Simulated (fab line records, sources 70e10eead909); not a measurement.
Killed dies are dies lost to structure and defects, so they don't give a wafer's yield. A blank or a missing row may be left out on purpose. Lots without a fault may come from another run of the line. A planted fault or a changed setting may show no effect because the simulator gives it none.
A struck lot beside a sound one | flow nand_harc | 14 steps out of a route of 1159
Sound: wafers L525.1, L525.2, L525.3. Struck: wafers L516.2, L516.3, L516.5. The cause comes at the end.
At each step with rows: each side's tool, then ch and its chambers, then its first start. Under that, the readings that differ: sound wafers | struck wafers | difference of the means | sigmas: that difference in standard deviations of wafers without a fault.
alike: readings whose means differ by less than 2 such deviations, and words and numbers that are the same on both sides. not compared: withheld readings, readings that some wafer has no value for, bounds like >300 that may hide the same value, and numbers for which the record gives no deviation and whose values overlap.
The two part at a step that has a row with sigmas, a row that says differs or no value, or rows on one side only. Numbers that don't overlap but have no deviation are shown without sigmas and don't part them. A reading that every wafer of one side lacks parts them only if that side has two wafers or more.

NHARC_A_STAIRCASE_ETCH_169: etches the open film in CH3F/O2, target depth 50 nm, time 107.1 s.
  sound on rie_diel-12 ch 0,2,3, day 14 22:37; struck on rie_diel-12 ch 1,2,3, day 13 00:01
  alike: drypump_motor_current_A, oes_product_au, rf_vpp_V, showerhead_plenum_p_Torr, throttle_valve_pct
  not compared: rf_hours_counter_h
NHARC_A_STAIRCASE_ETCH_170: etches the open film in C4F6/O2, target depth 200 nm, time 66.667 s.
  sound on rie_diel-12 ch 0,1,2; struck on rie_diel-12 ch 0,1,2
  alike: drypump_motor_current_A, oes_product_au, rf_vpp_V, showerhead_plenum_p_Torr, throttle_valve_pct
  not compared: rf_hours_counter_h
NHARC_A_STAIRCASE_STRIP_171: strips in O2.
  sound on plasma_asher-01 ch 0,1, day 14 22:52; struck on plasma_asher-01 ch 0,1, day 13 00:26
  alike: drypump_motor_current_A, heater_power_w
  not compared: rf_hours_counter_h
then, 9 steps without rows for these wafers: NHARC_A_STAIRCASE_STRIP_172 (strips in SPM, time 900 s); NHARC_A_STAIRCASE_PRECLEAN_173 (cleans in SC1); NHARC_A_STAIRCASE_SRD_174; NHARC_A_STAIRCASE_DEHYDRATE_01 (time 120 s); NHARC_A_STAIRCASE_HMDS_02 (time 30 s); NHARC_A_STAIRCASE_COAT_03; NHARC_A_STAIRCASE_SOFTBAKE_04 (time 170 s); NHARC_A_STAIRCASE_EBR_05; NHARC_A_STAIRCASE_EXPOSE_06 (exposes mask STAIR).
NHARC_A_STAIRCASE_PEB_07: peb time 130 s.
  sound on litho_track-05 ch 0, day 15 00:04; struck on litho_track-05, day 13 01:36
  no value came back on the struck wafers for chill_plate_temp_C (C), exhaust_pa (Pa); on the sound wafers chill_plate_temp_C (C) reads 22.90 23.00 22.81
then, 1 step without rows for these wafers: NHARC_A_STAIRCASE_DEVELOP_08 (time 140 s).

WHERE THEY PART
Only at NHARC_A_STAIRCASE_PEB_07, within this record.

WHY: what the simulator had put in
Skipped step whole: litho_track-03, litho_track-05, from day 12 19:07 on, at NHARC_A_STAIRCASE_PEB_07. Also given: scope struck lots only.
